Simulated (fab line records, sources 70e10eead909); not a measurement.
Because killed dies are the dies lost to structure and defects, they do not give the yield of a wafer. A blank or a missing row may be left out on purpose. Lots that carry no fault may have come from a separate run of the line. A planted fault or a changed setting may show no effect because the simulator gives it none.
Comparing a struck lot with a sound one / flow nandHarc / 13 out of 1302 route steps
Sound: the wafers L473.3, L473.4, L473.6. Wafers L486.2, L486.4, L486.5 were the ones struck. The cause comes at the end.
At each step with rows: each side's tool, then ch and its chambers, then its first start. Under that, the readings that differ: sound wafers / struck wafers / difference of the means / sigmas: that difference in standard deviations of wafers without a fault.
alike: same words and numbers on both sides, and readings whose means sit less than 2 such deviations apart. not compared: any withheld reading, any reading some wafer has no value for, any bound like >300 that may hide the same value, and any number with overlapping values for which the record gives no deviation.
Wherever a step has rows on one side only, a row that says differs or no value, or a row with sigmas, the two part there. Numbers that don't overlap but have no deviation are shown without sigmas and don't part them. A reading that every wafer of one side lacks parts them only if that side has two wafers or more.

NHARC_A_STAIRCASE_ETCH_236: etches the open film in C4F8/O2, target depth 100 nm, time 40.5 s.
  sound on rieDiel-04 ch 0,1,2; struck on rieDiel-10 ch 1,2,3
  alike: oesProductAu, rfFwdPowerW, rfVppV
  not compared: rfHoursCounterH
NHARC_A_STAIRCASE_STRIP_238: strips in O2.
  sound on plasmaAsher-02 ch 0,1, day 16 12:38; struck on plasmaAsher-01 ch 0,1, day 22 01:34
reading=drypumpMotorCurrentA (A); sound=6.05 6.10 6.12; struck=5.70 5.52 5.51; difference=-0.51; sigmas=-2
  alike: heaterPowerW
  not compared: rfHoursCounterH
then, 9 steps without rows for these wafers: NHARC_A_STAIRCASE_STRIP_239 (strips in SPM, time 900 s); NHARC_A_STAIRCASE_PRECLEAN_240 (cleans in SC1); NHARC_A_STAIRCASE_SRD_241; NHARC_A_STAIRCASE_DEHYDRATE_242 (time 120 s); NHARC_A_STAIRCASE_HMDS_243 (time 30 s); NHARC_A_STAIRCASE_COAT_244; NHARC_A_STAIRCASE_SOFTBAKE_245 (time 170 s); NHARC_A_STAIRCASE_EBR_246; NHARC_A_STAIRCASE_EXPOSE_247 (exposes mask SDS 1).
NHARC_A_STAIRCASE_PEB_248: peb time 130 s.
  struck on lithoTrack-02, day 22 02:47; sound on lithoTrack-05 ch 0, day 16 13:45
  no value came back on the struck wafers for chillPlateTempC (C), exhaustPa (Pa), plateTempC (C); on the sound wafers chillPlateTempC (C) reads 23.20 23.18 23.15
then, 1 step without rows for these wafers: NHARC_A_STAIRCASE_DEVELOP_249 (time 140 s).

== WHERE THEY PART ==
First at NHARC_A_STAIRCASE_STRIP_238; last, within this record, at NHARC_A_STAIRCASE_PEB_248.

WHY: whatever the simulator had introduced
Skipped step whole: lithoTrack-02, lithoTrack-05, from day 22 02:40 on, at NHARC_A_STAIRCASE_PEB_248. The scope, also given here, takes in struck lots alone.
